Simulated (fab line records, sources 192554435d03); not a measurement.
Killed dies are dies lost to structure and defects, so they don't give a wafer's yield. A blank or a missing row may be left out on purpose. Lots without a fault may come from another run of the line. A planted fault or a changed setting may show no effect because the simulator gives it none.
Problem report in the 8D (eight disciplines) form, filled by code | flow n5_finfet | the parts of the form that need people (team, actions taken, sign-off) are left out

1. THE PROBLEM
time_to_endpoint_s at N5_BEOL_M10_CMP_52 reads a mean of 2 s on 6 wafers of 2 lots; wafers without a fault read 67 s with a standard deviation of 3.7. That is -18 standard deviations from the usual mean.
The step: polishes, stops on SiCOH lowk, t overpolish 7 s, target thk 140 nm.
First seen on wafer L975.1, day 13 20:08, on cmp-02. The record holds 30 wafers of 10 lots with a number at this step. Rule for "out", or "out of limits": more than 4 standard deviations from the usual mean. The other wafers with a number count as sound.

2. WHAT IT IS AND WHAT IT IS NOT
question                    | is                     | is not
which readings at this step | time_to_endpoint_s     | motor_current_A
which lots                  | L975, L978             | L967, L968, L970, L976, L977, L983, L984, L985
which wafers of those lots  | all that have a number | -
read on which tools         | cmp-02, cmp-03         | cmp-01
when                        | from day 13 20:08      | up to then (12 sound wafers); but 12 sound wafers of L977, L983, L984, L985 came after

3. SUSPECTS, AND WHAT RULES EACH OUT
Counting: a tool at a process step up to the reading stays a suspect if it ran every lot that is out and no sound lot after the first of them.
- ecd_cu-01 at N5_BEOL_M10_ECD_50 (material Cu, target thk 318 nm): ruled out as a lasting fault. Sound lots L977, L983, L985 ran on it after its first lot that is out, L975 (day 13 19:36).
Left after counting: nothing in the record.

4. THE CAUSE (what the simulator had put in)
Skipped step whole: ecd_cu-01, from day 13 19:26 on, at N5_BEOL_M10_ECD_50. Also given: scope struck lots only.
Counting ruled it out, wrongly: the rule takes a fault to strike every lot that its tool runs from its start on, and this one did not.

5. THE CHAIN OF EFFECTS, in route order
Each row: a reading whose mean over the struck wafers that have a number lies more than 3 standard deviations from the usual. Only readings for which the record gives a usual standard deviation are gone through. hours: the time from each lot's start at the first step in this table that gives one to its start at this step, as a median over the lots. sigmas: the change in usual standard deviations.
hours | step                    | reading              | usual  | on struck wafers | change | sigmas
0     | N5_BEOL_M10_CMP_52      | time_to_endpoint_s   | 67 s   | 2                | -65    | -18
51    | N5_PASSIVATION_PROBE_49 | defect_limited_yield | 91.7 % | 0.0              | -91.7  | -61
51    | N5_PASSIVATION_PROBE_49 | killed_at_M4_up      | 12     | 1121             | +1109  | +99 or more
51    | N5_PASSIVATION_PROBE_49 | killed_dies          | 97     | 1180             | +1083  | +64
51    | N5_PASSIVATION_PROBE_49 | killed_on_rim        | 13     | 152              | +139   | +39
51    | N5_PASSIVATION_PROBE_49 | sort_bin_5_function  | 4.8 %  | 97.5             | +92.7  | +99 or more
51    | N5_PASSIVATION_PROBE_49 | sort_n_pass          | 1083   | 0                | -1083  | -64
51    | N5_PASSIVATION_PROBE_49 | sort_yield_pct       | 91.7 % | 0.0              | -91.7  | -61
The process steps in it:
- N5_BEOL_M10_CMP_52: polishes, stops on SiCOH lowk, t overpolish 7 s, target thk 140 nm.
- N5_PASSIVATION_PROBE_49
Later measuring or inspecting steps at which every struck wafer that the step has a row for has a number for every such reading, and none has moved that far: N5_BEOL_M10_INSPECT_58.

6. WHAT WOULD HAVE CAUGHT IT SOONER
In this record the first reading out of limits was taken at day 13 20:08, 1 hour after the fault began at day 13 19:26.
